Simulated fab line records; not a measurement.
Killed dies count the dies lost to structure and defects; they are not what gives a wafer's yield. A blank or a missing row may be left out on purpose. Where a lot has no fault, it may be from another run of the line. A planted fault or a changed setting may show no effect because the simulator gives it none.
Lot-split experiment    flow n5-finfet    route with 1938 steps; 7 lots, 21 wafers read

THE SPLIT
At N5_BEOL_M7_COAT_64 (time 60 s, resist thk 12 nm), the setting spin-rpm was moved away from the recipe's 1500 rpm on 10 of the 21 wafers read, by -8.9% to +7.6%. All remaining wafers had this setting at the recipe value.

FROM THE SPLIT TO THE READING: what the file shows between them, 5 steps
- N5_BEOL_M7_COAT_71: time 60 s, resist thk 5 nm (also split here: spin-rpm)
- N5_BEOL_M7_COAT_22: resist thk 30 nm
- N5_BEOL_M7_EBR_24
- N5_BEOL_M7_DESCUM_33: chemistry O2, time 7 s
- N5_BEOL_M7_ETCH_72: etches underlayer in N2/H2, target depth 6.5 nm, time 5.2 s

THE READING
etch.depth-nm (the simulator's own value, which no gauge read), in nm, at N5_BEOL_M7_ETCH_65 (etches SiARC in CF4, target depth 15.6 nm, time 26 s). There is no usual value for it anywhere in the file. The 11 wafers here that ran the recipe average 12.02 nm, standard deviation 0.04 nm.

wafer   tool, chamber at the split  spin-rpm as run, rpm  against the recipe  etch.depth-nm, nm  against lot-mates on the recipe
L076.1  litho-track-01, 0           1500                  recipe              12.02              -
L076.3  litho-track-01, 0           1588                  +5.9%               11.73              -0.29
L076.6  litho-track-01, 0           1588                  +5.9%               11.73              -0.29
L075.1  litho-track-05, 0           1544                  +2.9%               11.86              -0.18
L075.2  litho-track-05, 0           1500                  recipe              12.04              -
L075.3  litho-track-05, 0           1500                  recipe              12.04              -
L080.1  litho-track-02, 0           1556                  +3.7%               11.74              -0.24
L080.2  litho-track-02, 0           1500                  recipe              11.97              -
L080.4  litho-track-02, 0           1500                  recipe              11.99              -
L082.1  litho-track-01, 0           1390                  -7.3%               12.53              +0.46
L082.3  litho-track-01, 0           1500                  recipe              12.07              -
L082.5  litho-track-01, 0           1390                  -7.3%               12.5               +0.43
L088.3  litho-track-01, 0           1500                  recipe              11.97              -
L088.4  litho-track-01, 0           1367                  -8.9%               12.52              +0.55
L088.6  litho-track-01, 0           1367                  -8.9%               12.57              +0.60
L094.2  litho-track-01, 0           1500                  recipe              12.08              -
L094.4  litho-track-01, 0           1500                  recipe              12.06              -
L094.6  litho-track-01, 0           1500                  recipe              12.05              -
L096.2  litho-track-01, 0           1614                  +7.6%               11.57              -0.40
L096.4  litho-track-01, 0           1500                  recipe              11.97              -
L096.6  litho-track-01, 0           1614                  +7.6%               11.56              -0.41

THE FIT
A straight line over all 21 wafers: etch.depth-nm changes by -0.0602 nm for each +1% of spin-rpm; r = -0.99; the points scatter about the line by 0.043 nm.
The same after taking each lot's own level away (the mean of its wafers on the recipe; 21 wafers): -0.0588 nm for each +1%; r = -1.00; scatter 0.027 nm.
The reading moves by 0.52 nm for the largest change in spin-rpm, on that fit.
The span of the lots' own levels, 11.970 to 12.070 nm, comes to 2.5 times the standard deviation stated above.
The two slopes are in agreement: the lot-to-lot level therefore moves the slope only a little.
Check: for one of the wafers moved furthest among these (-8.9%), held out of the fit, the line's prediction against its lot-mates is +0.531 nm. It came out at +0.55 nm against them.

ADDITIONAL SPLITS CARRIED BY THESE WAFERS
Note: prior to the reading, these wafers also went through further splits. Each is held against what the fit with the lots' levels taken away leaves over:
other split on the same wafers  wafers away from the commonest value  r with etch.depth-nm (lot level and that fit taken away)
N5_BEOL_M4_DESCUM_16 time-s     10                                    +0.31
N5_BEOL_M5_COAT_05 spin-rpm     6                                     -0.02
N5_BEOL_M7_COAT_71 spin-rpm     10                                    +0.20

THE WHOLE CHAIN: every reading that the file lists as answering this split, in the file's order
step                what it does                                          reading                                                                             change (the file's fit)                 r (the file's)
N5_BEOL_M7_COAT_64  time 60 s, resist thk 12 nm                           SiARC_of_BEOL_M7_COAT_64.thk-nm (the simulator's own value, which no gauge read)    -0.0618 nm for each +1% of the setting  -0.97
N5_BEOL_M7_ETCH_65  etches SiARC in CF4, target depth 15.6 nm, time 26 s  CAR-EUV_of_BEOL_M7_COAT_22.thk-nm (the simulator's own value, which no gauge read)  +0.0601 nm for each +1% of the setting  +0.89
N5_BEOL_M7_ETCH_65  etches SiARC in CF4, target depth 15.6 nm, time 26 s  etch.depth-nm (the simulator's own value, which no gauge read)                      -0.0591 nm for each +1% of the setting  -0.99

FILE'S OWN FIT
etch.depth-nm changes by -0.0591 nm for each +1% of spin-rpm, r = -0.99.
